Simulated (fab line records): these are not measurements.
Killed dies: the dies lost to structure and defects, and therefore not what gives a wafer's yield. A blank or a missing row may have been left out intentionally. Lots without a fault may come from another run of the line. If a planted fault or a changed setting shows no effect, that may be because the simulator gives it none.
Struck lot and sound lot, side by side | flow nand harc | 18 out of 1159 route steps
Sound: these wafers, L125.2, L125.4, L125.5. Wafers struck: L136.1, L136.2, L136.6. The cause is given at the end.
At each step with rows: each side's tool, then ch and its chambers, then its first start. Under that, the readings that differ: sound wafers | struck wafers | difference of the means | sigmas: that difference in standard deviations of wafers without a fault.
alike: readings whose means differ by less than 2 such deviations, and words and numbers that are the same on both sides. not compared: withheld readings, readings that some wafer has no value for, bounds like >300 that may hide the same value, and numbers for which the record gives no deviation and whose values overlap.
The two part at a step that has a row with sigmas, a row that says differs or no value, or rows on one side only. Non-overlapping numbers with no deviation appear without sigmas and do not part them. A reading that every wafer of one side lacks parts them only if that side has two wafers or more.

first, 2 steps without rows for these wafers: NHARC_P_STI_SRD_39; NHARC_P_STI_OXIDE_40 (material SiO2, target thk 10 nm, ox time 1362 s).
NHARC_P_STI_INSPECT_25:
  struck on defect inspect-01, day 6 22:34; sound on defect inspect-02, day 3 19:51
  alike: raw defect count
then, 9 steps without rows for these wafers: NHARC_P_GATE_ETCH_69 (etches SiO2 in dHF, target depth 14 nm); NHARC_P_GATE_PRECLEAN_70 (cleans in SC1); NHARC_P_GATE_SRD_01; NHARC_P_GATE_OXIDE_02 (material SiO2, target thk 37.5 nm, ox time 365 s); NHARC_P_GATE_DEHYDRATE_03 (time 120 s); NHARC_P_GATE_HMDS_04 (time 30 s); NHARC_P_GATE_COAT_05; NHARC_P_GATE_SOFTBAKE_06 (time 95 s); NHARC_P_GATE_EBR_07.
NHARC_P_GATE_EXPOSE_08: exposes mask P HV.
  sound on krf scanner-04 ch 0, day 4 03:55; struck on krf scanner-03 ch 0, day 7 06:37
  reading | sound                | struck                     | difference | sigmas
  mask    | P_HV#0 P_HV#0 P_HV#0 | P_HVPW#0 P_HVPW#0 P_HVPW#0 | differs    |
  alike: reticle temp C
then, 2 steps without rows for these wafers: NHARC_P_GATE_PEB_09 (peb time 85 s); NHARC_P_GATE_DEVELOP_10 (time 70 s).
NHARC_P_GATE_CD_MEAS_11: target cd 1640 nm.
  sound on cd sem-01 ch 0, day 4 04:04; struck on cd sem-01 ch 0, day 7 06:48
  reading    | sound                | struck | difference                    | sigmas
  cd nm (nm) | 1640.7 1641.7 1644.2 | - - -  | no value on the struck wafers |
then, 1 step without rows for these wafers: NHARC_P_GATE_HARDBAKE_12 (time 80 s).
-- break in the record here, with 16 days between the starts of the struck wafers on either side (left off in module P_GATE, picked up again in module END, where the first step shown is number 1159 on the route) --
NHARC_END_SORT_01:
  at this point the record logs the struck wafers (prober-01 ch 0, day 23 08:35) and has no rows for the sound ones

WHERE THEY PART
At NHARC_P_GATE_EXPOSE_08 first; at NHARC_END_SORT_01 last (within this record only).

WHY: the cause the simulator had injected
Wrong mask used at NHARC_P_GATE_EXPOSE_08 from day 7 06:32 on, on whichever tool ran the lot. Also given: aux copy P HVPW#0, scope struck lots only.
